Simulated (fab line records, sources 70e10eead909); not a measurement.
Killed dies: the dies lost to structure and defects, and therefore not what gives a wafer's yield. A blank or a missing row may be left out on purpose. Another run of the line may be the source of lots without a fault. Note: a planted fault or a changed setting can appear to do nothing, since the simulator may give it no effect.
Struck lot and sound lot, side by side + flow nand-harc + 42 steps out of a route of 1302
Sound: the wafers L275.1, L275.3, L275.5. Struck: wafers L282.1, L282.2, L282.4. Last of all comes the cause.
Each step with rows lists, per side, the tool, then ch with its chambers, then its first start. Under that, the readings that differ: sound wafers + struck wafers + difference of the means + sigmas: that difference in standard deviations of wafers without a fault.
alike: readings with means less than 2 such deviations apart, plus words and numbers identical on both sides. not compared: withheld readings, readings lacking a value on some wafer, bounds such as >300 that could conceal the same value, and numbers that have no deviation in the record and whose values overlap.
The two part at a step that has a row with sigmas, a row that says differs or no value, or rows on one side only. Non-overlapping numbers with no deviation appear without sigmas and do not part them. A reading missing from all wafers of one side parts the sides only when that side holds two or more wafers.

NHARC_P_GATE_STRIP_101: strips in O2, time 20 s.
  sound on rie-diel-04 ch 2,3, day 10 09:00; struck on rie-diel-12 ch 0,2,3, day 13 09:50
  alike: drypump-motor-current-A, oes-product-au, rf-vpp-V, showerhead-plenum-p-Torr, throttle-valve-pct
  not compared: rf-hours-counter-h
then, 11 steps without rows for these wafers: NHARC_P_GATE_PRECLEAN_97 (cleans in SPM, time 600 s); NHARC_P_GATE_SRD_98; NHARC_P_GATE_PRECLEAN_99 (cleans in SC1); NHARC_P_GATE_SRD_100; NHARC_P_GATE_DEHYDRATE_38 (time 120 s); NHARC_P_GATE_HMDS_39 (time 30 s); NHARC_P_GATE_COAT_40; NHARC_P_GATE_SOFTBAKE_41 (time 95 s); NHARC_P_GATE_EBR_42; NHARC_P_GATE_EXPOSE_43 (exposes mask P NSD, target cd 720 nm); NHARC_P_GATE_PEB_44 (peb time 85 s).
NHARC_P_GATE_DEVELOP_45: time 70 s.
  sound on litho-track-05 ch 0, day 10 10:00; struck on litho-track-07 ch 0, day 13 10:00
then, 1 step without rows for these wafers: NHARC_P_GATE_HARDBAKE_47 (time 80 s).
NHARC_P_GATE_DESCUM_48: chemistry O2, time 3 s.
  sound on rie-diel-12 ch 0,1,3, day 10 10:54; struck on rie-diel-10 ch 0,1,3, day 13 10:56
| reading                 | sound           | struck            | difference | sigmas |
|-------------------------|-----------------|-------------------|------------|--------|
| model.P_GATE.cd-nm (nm) | 716.5 719.2 718 | 117.6 115.8 119.8 | -600.2     |        |
  alike: drypump-motor-current-A, oes-product-au, rf-vpp-V, showerhead-plenum-p-Torr, throttle-valve-pct
  not compared: rf-hours-counter-h
next, for these wafers, 1 step has no rows: NHARC_P_GATE_IMPLANT_49.
NHARC_P_GATE_STRIP_111: strips in N2/H2, time 250 s.
  sound on plasma-asher-01 ch 0,1, day 10 11:17; struck on plasma-asher-02 ch 0,1, day 13 11:17
  alike: drypump-motor-current-A, heater-power-w
  not compared: rf-hours-counter-h
then, 11 steps without rows for these wafers: NHARC_P_GATE_STRIP_75 (strips in O2); NHARC_P_GATE_STRIP_50 (strips in SPM, time 900 s); NHARC_P_GATE_DEHYDRATE_51 (time 120 s); NHARC_P_GATE_HMDS_52 (time 30 s); NHARC_P_GATE_COAT_53; NHARC_P_GATE_SOFTBAKE_54 (time 95 s); NHARC_P_GATE_EBR_55; NHARC_P_GATE_EXPOSE_56 (exposes mask P PSD, target cd 720 nm); NHARC_P_GATE_PEB_57 (peb time 85 s); NHARC_P_GATE_DEVELOP_58 (time 70 s); NHARC_P_GATE_HARDBAKE_60 (time 80 s).
NHARC_P_GATE_DESCUM_61: chemistry O2, time 3 s.
  sound on rie-diel-04 ch 0,1,3, day 10 12:41; struck on rie-diel-12 ch 0,1,2, day 13 12:33
  alike: drypump-motor-current-A, oes-product-au, rf-vpp-V, showerhead-plenum-p-Torr, throttle-valve-pct
  not compared: rf-hours-counter-h
next, for these wafers, 1 step has no rows: NHARC_P_GATE_IMPLANT_62.
NHARC_P_GATE_STRIP_112: strips in N2/H2, time 200 s.
  sound on plasma-asher-02 ch 1, day 10 13:02; struck on plasma-asher-02 ch 0,1, day 13 12:55
  alike: drypump-motor-current-A, heater-power-w
  not compared: rf-hours-counter-h
NHARC_P_GATE_STRIP_76: strips in O2.
  sound on plasma-asher-02 ch 1, day 10 13:18; struck on plasma-asher-02 ch 0,1, day 13 13:11
  alike: drypump-motor-current-A, heater-power-w
  not compared: rf-hours-counter-h
then, 8 steps without rows for these wafers: NHARC_P_GATE_STRIP_63 (strips in SPM, time 900 s); NHARC_P_GATE_DEHYDRATE_83 (time 120 s); NHARC_P_GATE_HMDS_84 (time 30 s); NHARC_P_GATE_COAT_85; NHARC_P_GATE_SOFTBAKE_86 (time 95 s); NHARC_P_GATE_EBR_87; NHARC_P_GATE_EXPOSE_88 (exposes mask P HVN, target cd 2000 nm); NHARC_P_GATE_PEB_89 (peb time 85 s).
NHARC_P_GATE_DESCUM_93: chemistry O2, time 3 s.
  sound on rie-diel-10 ch 0,3, day 10 14:24; struck on rie-diel-10 ch 0,1,2, day 13 14:16
| reading                 | sound          | struck            | difference | sigmas |
|-------------------------|----------------|-------------------|------------|--------|
| model.P_GATE.cd-nm (nm) | 1999 1998 1994 | 117.6 115.8 119.8 | -1879.3    |        |
  alike: drypump-motor-current-A, oes-product-au, rf-vpp-V, showerhead-plenum-p-Torr, throttle-valve-pct
  not compared: rf-hours-counter-h
-- break in the record here, with 18 days between the starts of the struck wafers on either side (left off in module P_GATE, picked up again in module END, where the first step shown is number 1302 on the route) --
NHARC_END_SORT_01:
  the record has rows for the struck wafers here (prober-02 ch 0, day 31 23:58) and none for the sound ones

WHERE THEY PART
At NHARC_END_SORT_01 and nowhere else, as far as this record goes.

WHY: what had been put in by the simulator
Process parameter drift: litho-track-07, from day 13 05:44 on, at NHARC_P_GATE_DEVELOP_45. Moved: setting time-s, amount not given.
